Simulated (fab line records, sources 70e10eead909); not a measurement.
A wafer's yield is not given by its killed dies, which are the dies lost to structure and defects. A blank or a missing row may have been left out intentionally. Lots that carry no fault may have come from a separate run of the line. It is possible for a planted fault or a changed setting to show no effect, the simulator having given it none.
Which tool is to blame? | flow nand-harc | 69 wafers from 23 lots sampled at 5 of the route's 1302 steps

== WHAT THE GAUGES SHOWED, per wafer ==
NHARC_A_CONTACT_CD_MEAS_08: target cd 200 nm. Usual: 199.8 nm for cd-nm, sd 0.68.
lot  | measured     | on        | cd-nm (nm)        | flag
L075 | day 22 15:04 | cd-sem-01 | 197.9 199.3 198.5 |
L074 | day 22 22:45 | cd-sem-02 | 199.7 198.5 199.8 |
L076 | day 22 22:27 | cd-sem-01 | 201.0 200.0 200.1 |
L077 | day 23 01:51 | cd-sem-03 | 199.7 199.4 200.0 |
L078 | day 23 16:56 | cd-sem-03 | 199.8 199.6 199.2 |
L079 | day 23 21:53 | cd-sem-01 | 199.8 199.1 200.1 |
L080 | day 24 13:16 | cd-sem-02 | 199.5 199.9 199.9 |
L082 | day 25 09:07 | cd-sem-02 | 198.6 198.7 199.5 |
L081 | day 25 13:28 | cd-sem-01 | 199.2 199.7 199.7 |
L083 | day 25 21:04 | cd-sem-03 | 199.5 199.9 200.0 |
L085 | day 27 09:14 | cd-sem-01 | 199.0 199.2 198.6 |
L084 | day 27 13:23 | cd-sem-01 | 198.3 198.4 198.7 |
L086 | day 27 17:37 | cd-sem-02 | 200.3 200.3 200.3 |
L090 | day 29 02:14 | cd-sem-02 | 200.2 200.2 200.4 |
L091 | day 29 07:25 | cd-sem-02 | 199.8 200.3 200.6 |
L088 | day 29 07:57 | cd-sem-02 | 200.0 199.0 199.7 |
L089 | day 29 10:05 | cd-sem-01 | 200.8 199.9 200.5 |
L092 | day 30 02:42 | cd-sem-03 | 200.7 199.1 200.0 |
L094 | day 30 06:57 | cd-sem-01 | 199.7 200.1 200.9 |
L093 | day 30 08:27 | cd-sem-03 | 199.7 199.8 199.7 |
L096 | day 30 13:14 | cd-sem-02 | 200.8 200.2 199.4 |
L095 | day 30 16:40 | cd-sem-01 | 200.0 199.2 199.1 |
L097 | day 31 22:59 | cd-sem-01 | 200.0 200.4 200.3 |

== TOOL THAT RAN EACH LOT (tool first, then ch and the chambers of the sampled wafers, then the start) ==
lot  | NHARC_A_CONTACT_ETCH_77                       | NHARC_A_CONTACT_ETCH_127             | NHARC_A_CONTACT_ETCH_97                       | NHARC_A_CONTACT_DEP_85
L075 | rie-diel-13 ch 1,2, day 22 09:44 or earlier   | har-cap-etch-02 ch 0, day 22 09:44   | rie-diel-13 ch 1,3, day 22 14:28 or earlier   | pecvd-03 ch 1,2, day 22 14:28
L074 | rie-diel-13 ch 1,2, day 22 15:28 or earlier   | har-cap-etch-01 ch 0,1, day 22 15:28 | rie-diel-02 ch 2,3, day 22 22:07 or earlier   | pecvd-03 ch 0,1,2, day 22 22:07
L076 | rie-diel-05 ch 0,2,3, day 22 15:33 or earlier | har-cap-etch-02 ch 0, day 22 15:33   | rie-diel-05 ch 1,3, day 22 21:55 or earlier   | pecvd-04 ch 0,1, day 22 21:55
L077 | rie-diel-02 ch 2,3, day 22 19:24 or earlier   | har-cap-etch-01 ch 0,1, day 22 19:24 | rie-diel-05 ch 2,3, day 23 01:16 or earlier   | pecvd-04 ch 0,1, day 23 01:16
L078 | rie-diel-13 ch 0,1, day 23 09:55 or earlier   | har-cap-etch-02 ch 0,1, day 23 09:55 | rie-diel-02 ch 0,1,3, day 23 16:13 or earlier | pecvd-04 ch 0,1, day 23 16:13
L079 | rie-diel-13 ch 0,1,2, day 23 13:01 or earlier | har-cap-etch-03 ch 0,1, day 23 13:01 | rie-diel-05 ch 1,2,3, day 23 21:10 or earlier | pecvd-01 ch 0,1,2, day 23 21:10
L080 | rie-diel-13 ch 0,1,2, day 24 02:50 or earlier | har-cap-etch-01 ch 0,1, day 24 02:50 | rie-diel-13 ch 0,2,3, day 24 12:34 or earlier | pecvd-01 ch 0,1,2, day 24 12:34
L082 | rie-diel-13 ch 0,2, day 25 02:04 or earlier   | har-cap-etch-02 ch 0,1, day 25 02:04 | rie-diel-05 ch 0,3, day 25 08:25 or earlier   | pecvd-04 ch 1,2, day 25 08:25
L081 | rie-diel-02 ch 0,1,3, day 25 07:49 or earlier | har-cap-etch-01 ch 0,1, day 25 07:49 | rie-diel-13 ch 1,2,3, day 25 09:50            | pecvd-01 ch 0,1,2, day 25 12:44
L083 | rie-diel-02 ch 0,2, day 25 15:28 or earlier   | har-cap-etch-01 ch 0,1, day 25 15:28 | rie-diel-13 ch 0,1,2, day 25 20:22 or earlier | pecvd-03 ch 0,1,2, day 25 20:22
L085 | rie-diel-05 ch 0,1,3, day 27 03:43 or earlier | har-cap-etch-01 ch 0,1, day 27 03:43 | rie-diel-02 ch 0,1,3, day 27 08:31 or earlier | pecvd-01 ch 0,1,2, day 27 08:31
L084 | rie-diel-13 ch 1,2, day 27 06:11 or earlier   | har-cap-etch-02 ch 0,1, day 27 06:11 | rie-diel-13 ch 0,1,2, day 27 08:10            | pecvd-03 ch 0,2, day 27 12:40
L086 | rie-diel-13 ch 0,2, day 27 11:33 or earlier   | har-cap-etch-03 ch 0,1, day 27 11:33 | rie-diel-13 ch 0,2,3, day 27 16:55 or earlier | pecvd-03 ch 0,1,2, day 27 16:55
L090 | rie-diel-05 ch 1,3, day 28 20:02 or earlier   | har-cap-etch-02 ch 0,1, day 28 20:02 | rie-diel-13 ch 0,1, day 29 01:31 or earlier   | pecvd-04 ch 0,2, day 29 01:31
L091 | rie-diel-02 ch 0,1, day 28 23:20 or earlier   | har-cap-etch-03 ch 0,1, day 28 23:20 | rie-diel-02 ch 1,2,3, day 29 06:50 or earlier | pecvd-03 ch 1,2, day 29 06:50
L088 | rie-diel-13 ch 1,2, day 29 00:19 or earlier   | har-cap-etch-01 ch 0, day 29 00:19   | rie-diel-02 ch 0,1,3, day 29 07:16 or earlier | pecvd-04 ch 0,1,2, day 29 07:16
L089 | rie-diel-13 ch 1,2, day 29 03:21 or earlier   | har-cap-etch-02 ch 0,1, day 29 03:21 | rie-diel-13 ch 1,2, day 29 09:22 or earlier   | pecvd-04 ch 0,1,2, day 29 09:22
L092 | rie-diel-13 ch 1,3, day 29 21:17 or earlier   | har-cap-etch-01 ch 0,1, day 29 21:17 | rie-diel-13 ch 0,2, day 30 02:05 or earlier   | pecvd-01 ch 0,2, day 30 02:05
L094 | rie-diel-13 ch 1,2, day 30 00:51 or earlier   | har-cap-etch-01 ch 0,1, day 30 00:51 | rie-diel-02 ch 0,1,2, day 30 06:19 or earlier | pecvd-04 ch 0,1, day 30 06:19
L093 | rie-diel-13 ch 1,2, day 30 01:30 or earlier   | har-cap-etch-03 ch 0,1, day 30 01:30 | rie-diel-02 ch 0,2, day 30 07:47 or earlier   | pecvd-04 ch 0,2, day 30 07:47
L096 | rie-diel-02 ch 2,3, day 30 07:47 or earlier   | har-cap-etch-02 ch 0, day 30 07:47   | rie-diel-13 ch 0,1,2, day 30 12:32 or earlier | pecvd-03 ch 0,1,2, day 30 12:32
L095 | rie-diel-02 ch 0,3, day 30 11:19 or earlier   | har-cap-etch-02 ch 0,1, day 30 11:19 | rie-diel-13 ch 0,1, day 30 16:06 or earlier   | pecvd-03 ch 0,1, day 30 16:06
L097 | rie-diel-02 ch 0,1, day 31 17:26 or earlier   | har-cap-etch-03 ch 0,1, day 31 17:26 | rie-diel-13 ch 1,3, day 31 19:23              | pecvd-01 ch 0,2, day 31 22:19
- NHARC_A_CONTACT_ETCH_77: etches the open film in CF4/CHF3, target depth 108.9 nm, time 54.5 s.
- NHARC_A_CONTACT_ETCH_127: etches the open film in C4F8/O2/Ar, time 197 s, target depth 1918 nm.
- NHARC_A_CONTACT_ETCH_97: etches the open film in C4F6/O2, target depth 20 nm, time 10 s.
- NHARC_A_CONTACT_DEP_85: deposits SiON, target thk 60 nm.

== AS READ BY THE TOOLS THEMSELVES (means over the sampled wafers that have a number; for cases with no such wafer, the mark the record gives instead) ==
NHARC_A_CONTACT_ETCH_77. Usual: chamber-pressure-mTorr 25.000 mTorr, standard deviation 0.023; drypump-motor-current-A 5.6 A, standard deviation 0.48; oes-product-au 0.943 a.u., standard deviation 0.024; rf-vpp-V 371.4 V, standard deviation 1.5; showerhead-plenum-p-Torr 1.60 Torr, standard deviation 0.038; throttle-valve-pct 16.803 %, standard deviation 0.0085.
lot  | tool        | chamber-pressure-mTorr (mTorr) | drypump-motor-current-A (A) | oes-product-au (a.u.) | rf-vpp-V (V) | showerhead-plenum-p-Torr (Torr) | throttle-valve-pct (%) | flag
L075 | rie-diel-13 | 25.014                         | 6.1                         | 0.926                 | 372.5        | 1.62                            | 16.796                 |
L074 | rie-diel-13 | 25.008                         | 6.0                         | 0.976                 | 371.9        | 1.62                            | 16.803                 |
L076 | rie-diel-05 | 24.998                         | 5.5                         | 0.939                 | 371.8        | 1.61                            | 16.797                 |
L077 | rie-diel-02 | 25.004                         | 5.3                         | 0.931                 | 369.7        | 1.53                            | 16.808                 |
L078 | rie-diel-13 | 25.004                         | 6.0                         | 0.970                 | 371.1        | 1.60                            | 16.798                 |
L079 | rie-diel-13 | 25.023                         | 6.0                         | 0.937                 | 371.9        | 1.60                            | 16.805                 |
L080 | rie-diel-13 | 25.012                         | 5.9                         | 0.930                 | 371.0        | 1.60                            | 16.802                 |
L082 | rie-diel-13 | 25.029                         | 5.9                         | 0.927                 | 371.2        | 1.59                            | 16.800                 |
L081 | rie-diel-02 | 24.990                         | 5.3                         | 0.957                 | 371.4        | 1.59                            | 16.798                 |
L083 | rie-diel-02 | 24.987                         | 5.4                         | 0.923                 | 371.0        | 1.59                            | 16.801                 |
L085 | rie-diel-05 | 25.030                         | 5.0                         | 0.921                 | 371.7        | 1.60                            | 16.803                 |
L084 | rie-diel-13 | 24.997                         | 6.0                         | 0.938                 | 372.0        | 1.62                            | 16.801                 |
L086 | rie-diel-13 | 25.005                         | 5.9                         | 0.957                 | 371.4        | 1.59                            | 16.799                 |
L090 | rie-diel-05 | 25.012                         | 5.4                         | 0.927                 | 370.9        | 1.57                            | 16.804                 |
L091 | rie-diel-02 | 24.979                         | 5.3                         | 0.972                 | 372.8        | 1.62                            | 16.799                 |
L088 | rie-diel-13 | 24.996                         | 6.0                         | 0.935                 | 372.6        | 1.62                            | 16.807                 |
L089 | rie-diel-13 | 24.990                         | 6.1                         | 0.988                 | 371.2        | 1.61                            | 16.798                 |
L092 | rie-diel-13 | 24.985                         | 5.5                         | 0.967                 | 370.8        | 1.60                            | 16.804                 |
L094 | rie-diel-13 | 24.994                         | 6.0                         | 0.968                 | 372.7        | 1.62                            | 16.798                 |
L093 | rie-diel-13 | 24.991                         | 6.0                         | 0.950                 | 372.0        | 1.61                            | 16.810                 |
L096 | rie-diel-02 | 25.002                         | 5.5                         | 0.924                 | 369.0        | 1.54                            | 16.806                 |
L095 | rie-diel-02 | 25.005                         | 5.0                         | 0.925                 | 369.5        | 1.54                            | 16.801                 |
L097 | rie-diel-02 | 25.000                         | 5.7                         | 0.961                 | 372.7        | 1.63                            | 16.800                 |

NHARC_A_CONTACT_ETCH_127. Usual: 19.997 mTorr for chamber-pressure-mTorr, sd 0.02.
lot  | tool            | chamber-pressure-mTorr (mTorr) | flag
L075 | har-cap-etch-02 | 19.992                         |
L074 | har-cap-etch-01 | 20.010                         |
L076 | har-cap-etch-02 | 19.989                         |
L077 | har-cap-etch-01 | 19.983                         |
L078 | har-cap-etch-02 | 20.005                         |
L079 | har-cap-etch-03 | 19.987                         |
L080 | har-cap-etch-01 | 19.995                         |
L082 | har-cap-etch-02 | 20.003                         |
L081 | har-cap-etch-01 | 20.005                         |
L083 | har-cap-etch-01 | 19.993                         |
L085 | har-cap-etch-01 | 20.007                         |
L084 | har-cap-etch-02 | 20.003                         |
L086 | har-cap-etch-03 | 20.008                         |
L090 | har-cap-etch-02 | 19.987                         |
L091 | har-cap-etch-03 | 19.998                         |
L088 | har-cap-etch-01 | 19.984                         |
L089 | har-cap-etch-02 | 20.001                         |
L092 | har-cap-etch-01 | 19.994                         |
L094 | har-cap-etch-01 | 19.998                         |
L093 | har-cap-etch-03 | 20.009                         |
L096 | har-cap-etch-02 | 19.991                         |
L095 | har-cap-etch-02 | 19.993                         |
L097 | har-cap-etch-03 | 19.985                         |

NHARC_A_CONTACT_ETCH_97. Usual: chamber-pressure-mTorr is 30.001 mTorr with standard deviation 0.029, drypump-motor-current-A is 5.6 A with standard deviation 0.49, o2-flow-sccm is 20.00 sccm with standard deviation 0.063, oes-product-au is 0.964 a.u. with standard deviation 0.024, rf-vpp-V is 547.9 V with standard deviation 2.1, showerhead-plenum-p-Torr is 3.97 Torr with standard deviation 0.094, and throttle-valve-pct is 26.904 % with standard deviation 0.011.
lot  | tool        | chamber-pressure-mTorr (mTorr) | drypump-motor-current-A (A) | o2-flow-sccm (sccm) | oes-product-au (a.u.) | rf-vpp-V (V) | showerhead-plenum-p-Torr (Torr) | throttle-valve-pct (%) | flag
L075 | rie-diel-13 | 30.021                         | 5.5                         | 19.97               | 0.950                 | 548.2        | 4.01                            | 26.913                 |
L074 | rie-diel-02 | 30.009                         | 5.5                         | 19.99               | 0.990                 | 546.3        | 3.88                            | 26.906                 |
L076 | rie-diel-05 | 29.998                         | 5.4                         | 19.96               | 0.949                 | 546.3        | 3.94                            | 26.901                 |
L077 | rie-diel-05 | 30.002                         | 5.8                         | 19.96               | 1.004                 | 548.1        | 3.96                            | 26.903                 |
L078 | rie-diel-02 | 29.981                         | 5.4                         | 20.00               | 0.932                 | 548.4        | 3.98                            | 26.908                 |
L079 | rie-diel-05 | 29.985                         | 5.4                         | 20.06               | 0.951                 | 546.7        | 3.92                            | 26.904                 |
L080 | rie-diel-13 | 30.008                         | 5.7                         | 19.95               | 0.948                 | 548.5        | 3.99                            | 26.903                 |
L082 | rie-diel-05 | 30.008                         | 5.0                         | 19.91               | 0.963                 | 550.3        | 4.07                            | 26.900                 |
L081 | rie-diel-13 | 29.998                         | 5.8                         | 20.08               | 0.955                 | 549.9        | 4.02                            | 26.900                 |
L083 | rie-diel-13 | 29.979                         | 6.0                         | 20.02               | 1.001                 | 548.4        | 3.99                            | 26.899                 |
L085 | rie-diel-02 | 30.006                         | 5.4                         | 20.04               | 0.987                 | 547.0        | 3.96                            | 26.900                 |
L084 | rie-diel-13 | 30.001                         | 6.0                         | 19.95               | 0.983                 | 548.0        | 3.98                            | 26.894                 |
L086 | rie-diel-13 | 30.013                         | 5.6                         | 19.97               | 0.961                 | 547.7        | 3.98                            | 26.906                 |
L090 | rie-diel-13 | 30.002                         | 5.9                         | 20.01               | 0.988                 | 547.3        | 3.93                            | 26.909                 |
L091 | rie-diel-02 | 30.006                         | 5.6                         | 20.01               | 0.934                 | 546.8        | 3.92                            | 26.910                 |
L088 | rie-diel-02 | 29.998                         | 5.4                         | 20.01               | 0.961                 | 548.4        | 3.96                            | 26.894                 |
L089 | rie-diel-13 | 30.005                         | 6.1                         | 20.02               | 0.958                 | 549.5        | 4.03                            | 26.901                 |
L092 | rie-diel-13 | 29.985                         | 5.9                         | 19.99               | 0.962                 | 546.8        | 3.95                            | 26.891                 |
L094 | rie-diel-02 | 30.001                         | 5.6                         | 20.06               | 0.958                 | 547.4        | 4.00                            | 26.900                 |
L093 | rie-diel-02 | 30.006                         | 5.4                         | 20.03               | 0.973                 | 547.1        | 3.94                            | 26.916                 |
L096 | rie-diel-13 | 30.000                         | 6.0                         | 20.00               | 1.000                 | 548.0        | 3.98                            | 26.910                 |
L095 | rie-diel-13 | 30.000                         | 5.9                         | 20.05               | 1.002                 | 547.1        | 3.93                            | 26.911                 |
L097 | rie-diel-13 | 30.010                         | 5.5                         | 20.04               | 0.944                 | 547.9        | 3.99                            | 26.899                 |

NHARC_A_CONTACT_DEP_85. Usual: 773 W for heater-power-w, sd 67.
lot  | tool     | heater-power-w (W) | flag
L075 | pecvd-03 | 706                |
L074 | pecvd-03 | 698                |
L076 | pecvd-04 | 851                |
L077 | pecvd-04 | 821                |
L078 | pecvd-04 | 790                |
L079 | pecvd-01 | 782                |
L080 | pecvd-01 | 846                |
L082 | pecvd-04 | 778                |
L081 | pecvd-01 | 845                |
L083 | pecvd-03 | 712                |
L085 | pecvd-01 | 846                |
L084 | pecvd-03 | 700                |
L086 | pecvd-03 | 731                |
L090 | pecvd-04 | 802                |
L091 | pecvd-03 | 705                |
L088 | pecvd-04 | 821                |
L089 | pecvd-04 | 783                |
L092 | pecvd-01 | 828                |
L094 | pecvd-04 | 773                |
L093 | pecvd-04 | 781                |
L096 | pecvd-03 | 729                |
L095 | pecvd-03 | 669                |
L097 | pecvd-01 | 795                |

== THE ANSWER, worked out from the rows above alone ==
Rule: a lot is off if the mean of its wafers that have a number lies more than 3 standard deviations from the usual mean. A lot without any number at a reading at which 4 lots or more have one is off too. Any other lot the step has rows for is counted as sound. Order of review: gauges by route order, followed by the tools' own readings, for which a lot's mean as printed above is used. The first step at which some lot is off is used, and at that step the reading that is off furthest; a lot without a number counts as furthest.
Across all readings shown, no lot is off: no conclusion can be drawn from this.

== WHAT THE SIMULATOR HAD INSERTED ==
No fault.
